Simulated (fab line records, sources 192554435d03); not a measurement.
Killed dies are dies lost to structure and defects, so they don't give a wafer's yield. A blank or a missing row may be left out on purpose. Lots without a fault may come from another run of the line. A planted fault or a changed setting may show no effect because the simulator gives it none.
Split-lot experiment | flow n5_finfet | 7 lots, 21 wafers read, on a route of 1938 steps

THE SPLIT
At N5_BEOL_M7_COAT_05 (resist thk 90 nm), the setting spin_rpm was moved away from the recipe's 1500 rpm on 6 of the 21 wafers read, by -8.9% to +6.7%. The other wafers ran this setting at the recipe's value.

FROM THE SPLIT TO THE READING: what the file shows between them, 2 steps
- N5_BEOL_M7_EBR_07
- N5_BEOL_M7_SOFTBAKE_06: time 60 s

THE READING
CAR-ArF_of_BEOL_M7_COAT_05.thk_nm (the simulator's own value, which no gauge read), in nm, at N5_BEOL_M7_DESCUM_16 (chemistry O2, time 7.9 s). The file gives no usual value for it. The 15 wafers here that ran the recipe average 83.6 nm, standard deviation 0.16 nm.

wafer  | tool, chamber at the split | spin_rpm as run, rpm | against the recipe | CAR-ArF_of_BEOL_M7_COAT_05.thk_nm, nm | against lot-mates on the recipe
L079.3 | litho_track-02, 0          | 1500                 | recipe             | 83.8                                  | -
L079.5 | litho_track-02, 0          | 1500                 | recipe             | 83.6                                  | -
L079.6 | litho_track-02, 0          | 1500                 | recipe             | 83.6                                  | -
L086.2 | litho_track-02, 0          | 1500                 | recipe             | 83.6                                  | -
L086.3 | litho_track-02, 0          | 1500                 | recipe             | 83.4                                  | -
L086.6 | litho_track-02, 0          | 1593                 | +6.2%              | 80.8                                  | -2.7
L088.2 | litho_track-02, 0          | 1500                 | recipe             | 83.8                                  | -
L088.4 | litho_track-02, 0          | 1500                 | recipe             | 83.6                                  | -
L088.6 | litho_track-02, 0          | 1500                 | recipe             | 83.6                                  | -
L091.1 | litho_track-05, 0          | 1500                 | recipe             | 83.6                                  | -
L091.4 | litho_track-05, 0          | 1419                 | -5.4%              | 86.4                                  | +2.8
L091.6 | litho_track-05, 0          | 1419                 | -5.4%              | 86                                    | +2.4
L092.1 | litho_track-04, 0          | 1500                 | recipe             | 83.2                                  | -
L092.3 | litho_track-04, 0          | 1500                 | recipe             | 83.4                                  | -
L092.6 | litho_track-04, 0          | 1367                 | -8.9%              | 87.6                                  | +4.3
L095.2 | litho_track-02, 0          | 1601                 | +6.7%              | 80.8                                  | -2.6
L095.4 | litho_track-02, 0          | 1500                 | recipe             | 83.4                                  | -
L095.5 | litho_track-02, 0          | 1601                 | +6.7%              | 80.6                                  | -2.8
L097.3 | litho_track-02, 0          | 1500                 | recipe             | 83.6                                  | -
L097.4 | litho_track-02, 0          | 1500                 | recipe             | 83.6                                  | -
L097.5 | litho_track-02, 0          | 1500                 | recipe             | 83.8                                  | -

THE FIT
A straight line over all 21 wafers: CAR-ArF_of_BEOL_M7_COAT_05.thk_nm changes by -0.451 nm for each +1% of spin_rpm; r = -0.99; the points scatter about the line by 0.18 nm.
The same after taking each lot's own level away (the mean of its wafers on the recipe; 21 wafers): -0.448 nm for each +1%; r = -1.00; scatter 0.16 nm.
On that fit, the largest move of spin_rpm shifts the reading by 4 nm.
The lots' own levels span 83.30 to 83.67 nm, that is 2.3 times the standard deviation above.
So the lot-to-lot level changes the slope little: the two slopes agree.
Check: with one of the wafers moved furthest among these (-8.9%) left out of the fit, the line predicts +3.91 nm for it against its lot-mates. It came out at +4.3 nm against them.

OTHER SPLITS ON THESE WAFERS
These wafers also went through other splits before the reading. Each is held against what the fit with the lots' levels taken away leaves over:
other split on the same wafers | wafers away from the commonest value | r with CAR-ArF_of_BEOL_M7_COAT_05.thk_nm (lot level and that fit taken away)
N5_BEOL_M6_EXPOSE_25 dose_mj   | 10                                   | -0.12

THE WHOLE CHAIN: every reading that the file lists as answering this split, in the file's order
step                 | what it does             | reading                                                                            | change (the file's fit)               | r (the file's)
N5_BEOL_M7_COAT_05   | resist thk 90 nm         | CAR-ArF_of_BEOL_M7_COAT_05.thk_nm (the simulator's own value, which no gauge read) | -0.452 nm for each +1% of the setting | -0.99
N5_BEOL_M7_DESCUM_16 | chemistry O2, time 7.9 s | CAR-ArF_of_BEOL_M7_COAT_05.thk_nm (the simulator's own value, which no gauge read) | -0.455 nm for each +1% of the setting | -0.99

THE FILE'S OWN FIT
CAR-ArF_of_BEOL_M7_COAT_05.thk_nm changes by -0.455 nm for each +1% of spin_rpm, r = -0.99.
